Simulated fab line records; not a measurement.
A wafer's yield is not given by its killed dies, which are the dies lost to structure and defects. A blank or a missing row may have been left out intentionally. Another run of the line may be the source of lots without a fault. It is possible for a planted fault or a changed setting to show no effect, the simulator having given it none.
Which tool is to blame? + flow n5-finfet + Sampling: 8 lots, 24 wafers, 4 of 1938 route steps

## WHAT THE GAUGES SHOWED, per wafer
N5_BEOL_M15_RC_MEAS_101.
| lot  | measured     | on        | COMB_M9_max_site (S/m)  |
|------|--------------|-----------|-------------------------|
| L999 | day 12 07:10 | prober-02 | 1.6e-11 2.5e-11 1.7e-11 |
| L103 | day 13 20:41 | prober-01 | 2e-11 1.07e-10 9.6e-11  |
| L106 | day 14 11:38 | prober-01 | 2.2e-11 2.4e-11 2.1e-11 |
| L108 | day 14 15:55 | prober-02 | 2.5e-11 6.7e-11 7.2e-11 |
| L114 | day 16 00:39 | prober-01 | 2.3e-11 1.9e-11 2.4e-11 |
| L113 | day 16 00:55 | prober-02 | 1.3e-11 1.5e-11 1.7e-11 |
| L111 | day 16 20:15 | prober-02 | 2.7e-11 1.6e-11 1.8e-11 |
| L120 | day 18 16:37 | prober-01 | 2.1e-11 2.3e-11 2.5e-11 |

## WHICH TOOL RAN EACH LOT (tool, then ch and the chambers of the sampled wafers, then the start)
| lot  | N5_BEOL_M9_STRIP_80                           | N5_BEOL_M9_PRE_CLEAN_45      | N5_BEOL_M9_ALD_74                   |
|------|-----------------------------------------------|------------------------------|-------------------------------------|
| L999 | rie-diel-03 ch 0,1, day 10 05:07 or earlier   | pvd-sputter-01, day 10 05:07 | ald-metal-04 ch 1,2,3, day 10 05:25 |
| L103 | rie-diel-03 ch 0,2, day 12 04:11 or earlier   | pvd-sputter-03, day 12 04:11 | ald-metal-04 ch 0,1, day 12 04:18   |
| L106 | rie-diel-04 ch 0,3, day 12 12:37 or earlier   | pvd-sputter-02, day 12 12:37 | ald-metal-02 ch 0,1,3, day 12 12:41 |
| L108 | rie-diel-04 ch 0,2, day 12 22:32 or earlier   | pvd-sputter-03, day 12 22:32 | ald-metal-04 ch 0,1,2, day 12 22:36 |
| L114 | rie-diel-03 ch 0,2, day 14 05:50 or earlier   | pvd-sputter-02, day 14 05:50 | ald-metal-02 ch 1,2,3, day 14 05:55 |
| L113 | rie-diel-04 ch 0,2,3, day 14 05:55 or earlier | pvd-sputter-02, day 14 05:55 | ald-metal-03 ch 0,2,3, day 14 06:00 |
| L111 | rie-diel-05 ch 1,3, day 14 13:37 or earlier   | pvd-sputter-03, day 14 13:37 | ald-metal-02 ch 0,1,2, day 14 13:40 |
| L120 | rie-diel-04 ch 1,2, day 17 02:40 or earlier   | pvd-sputter-03, day 17 02:40 | ald-metal-04 ch 1,2, day 17 02:43   |
- N5_BEOL_M9_STRIP_80: strips in N2/H2, time 10 s.
- N5_BEOL_M9_PRE_CLEAN_45: time 30 s.
- N5_BEOL_M9_ALD_74: deposits TaN, target thk 2 nm, pulse time 2 s, purge time 3 s.

## THE ANSWER, worked out from the rows above alone
Rule: the usual values come from the lots themselves. The widest of any qualifying gaps counts: lots, ordered by their means at a reading, are off when they make up no more than a third of the lots, leave a main group of 4 or more, and stand apart from it by 3 or more times the standard deviation of that group's means. Not used: any main group whose means are identical at the precision the tables above print for the reading. A lot without any number at a reading at which 4 lots or more have one is off too. All remaining lots with rows at the step are treated as sound.
Off: L103, L108, at N5_BEOL_M15_RC_MEAS_101 (COMB_M9_max_site). The main group: mean 2.0e-11 S/m, standard deviation 2.7e-12.
If a tool, at a process step before that reading, ran all the lots that are off and no sound lot after the first of them, it fits. The gauges at N5_BEOL_M15_RC_MEAS_101 are tried like those tools. N5_BEOL_M9_STRIP_80: start missing for some lots; hours and lot order therefore follow N5_BEOL_M9_PRE_CLEAN_45. Of those tried, none fits.

## WHAT THE SIMULATOR PUT IN
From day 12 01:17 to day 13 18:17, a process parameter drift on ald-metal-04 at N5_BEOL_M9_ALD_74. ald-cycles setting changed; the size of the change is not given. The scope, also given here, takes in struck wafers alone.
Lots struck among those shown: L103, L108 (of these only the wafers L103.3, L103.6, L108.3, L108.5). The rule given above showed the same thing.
